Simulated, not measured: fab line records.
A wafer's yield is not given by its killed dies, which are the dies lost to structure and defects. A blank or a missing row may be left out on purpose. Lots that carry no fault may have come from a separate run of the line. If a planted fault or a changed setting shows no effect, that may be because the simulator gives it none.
Which tool was responsible?    flow n5 finfet    Sampling: 12 lots, 36 wafers, 5 of 1938 route steps

== WHAT THE GAUGES SHOWED, per wafer ==
N5_GATE_CUT_INSPECT_26: inspects for defects (darkfield).
lot   measured      on                 raw defect count
L074  day 5 07:49   defect inspect-01  45 38 34
L077  day 5 17:43   defect inspect-01  49 36 31
L079  day 6 02:14   defect inspect-02  79 39 63
L081  day 6 16:37   defect inspect-02  31 44 30
L083  day 7 05:26   defect inspect-02  46 81 67
L087  day 8 02:27   defect inspect-02  46 23 30
L086  day 8 08:07   defect inspect-02  49 39 32
L089  day 8 21:42   defect inspect-01  24 24 51
L090  day 9 04:00   defect inspect-02  40 52 46
L093  day 9 12:01   defect inspect-01  52 15 24
L095  day 9 21:29   defect inspect-01  45 56 44
L097  day 10 13:51  defect inspect-02  43 37 33

== WHICH TOOL RAN EACH LOT (tool, then ch and the chambers of the sampled wafers, then the start) ==
lot   N5_HKMG_FIN_STRIP_92                N5_HKMG_FIN_STRIP_90               N5_GATE_CUT_VAPOR_ETCH_51          N5_GATE_CUT_CMP_43
L074  rie diel-03 ch 1,2,3, day 4 12:08   rie diel-04 ch 0,1,3, day 4 14:08  rie metal-03 ch 0,1, day 5 00:25   cmp-02 ch 0,1,3, day 5 07:06
L077  rie diel-04 ch 0,1,3, day 5 06:20   rie diel-03 ch 0,1,2, day 5 08:37  rie metal-02 ch 0,1, day 5 15:00   cmp-04 ch 1,2,3, day 5 17:10
L079  rie diel-03 ch 1,2, day 5 15:04     rie diel-04 ch 0,1,3, day 5 17:09  rie metal-01 ch 0,1, day 5 23:29   cmp-02 ch 0,1,2, day 6 01:31
L081  rie diel-03 ch 0,3, day 6 05:10     rie diel-04 ch 2,3, day 6 07:20    rie metal-02 ch 0,1, day 6 13:53   cmp-02 ch 0,1,2, day 6 16:04
L083  rie diel-04 ch 0,1,2, day 6 17:56   rie diel-03 ch 1,2,3, day 6 20:11  rie metal-01 ch 0,1, day 7 02:42   cmp-02 ch 1,2,3, day 7 04:48
L087  rie diel-04 ch 2,3, day 7 14:38     rie diel-03 ch 0,1,2, day 7 16:53  rie metal-03 ch 0,1, day 7 23:11   cmp-03 ch 2,3, day 8 01:44
L086  rie diel-04 ch 0,1,3, day 7 20:46   rie diel-03 ch 1,2,3, day 7 23:01  rie metal-02 ch 0, day 8 05:23     cmp-04 ch 0,1,3, day 8 07:29
L089  rie diel-05 ch 2,3, day 8 08:30     rie diel-05 ch 0,2,3, day 8 10:49  rie metal-01 ch 0,1, day 8 18:10   cmp-04 ch 2,3, day 8 21:04
L090  rie diel-03 ch 1,3, day 8 14:37     rie diel-03 ch 1,2,3, day 8 17:03  rie metal-03 ch 0,1, day 9 01:16   cmp-02 ch 0,2,3, day 9 03:22
L093  rie diel-04 ch 0,1,2, day 8 21:30   rie diel-05 ch 0,1,3, day 8 23:41  rie metal-03 ch 0,1, day 9 06:43   cmp-04 ch 0,1,2, day 9 11:23
L095  rie diel-05 ch 1,2,3, day 9 08:50   rie diel-05 ch 0,1, day 9 10:59    rie metal-03 ch 0,1, day 9 18:46   cmp-04 ch 0,1,3, day 9 21:00
L097  rie diel-03 ch 0,1,3, day 10 02:22  rie diel-05 ch 1,2, day 10 04:25   rie metal-01 ch 0,1, day 10 11:07  cmp-04 ch 0,2, day 10 13:13
- N5_HKMG_FIN_STRIP_92: strips SOC in N2/H2, time 20 s.
- N5_HKMG_FIN_STRIP_90: strips SOC in N2/H2, time 20 s.
- N5_GATE_CUT_VAPOR_ETCH_51: etches HfO2 in BCl3/Cl2.
- N5_GATE_CUT_CMP_43: polishes SiO2.

== THE ANSWER, worked out from the rows above alone ==
Rule: the usual values come from the lots themselves. The widest of any qualifying gaps counts: lots, ordered by their means at a reading, are off when they make up no more than a third of the lots, leave a main group of 4 or more, and stand apart from it by 3 or more times the standard deviation of that group's means. A main group whose means are all the same, to the digits that the tables above print for the reading, isn't used. A lot without any number at a reading at which 4 lots or more have one is off too. All remaining lots with rows at the step are treated as sound.
None of the lots is off at any reading shown; this tells nothing.

== WHAT WAS PUT IN BY THE SIMULATOR ==
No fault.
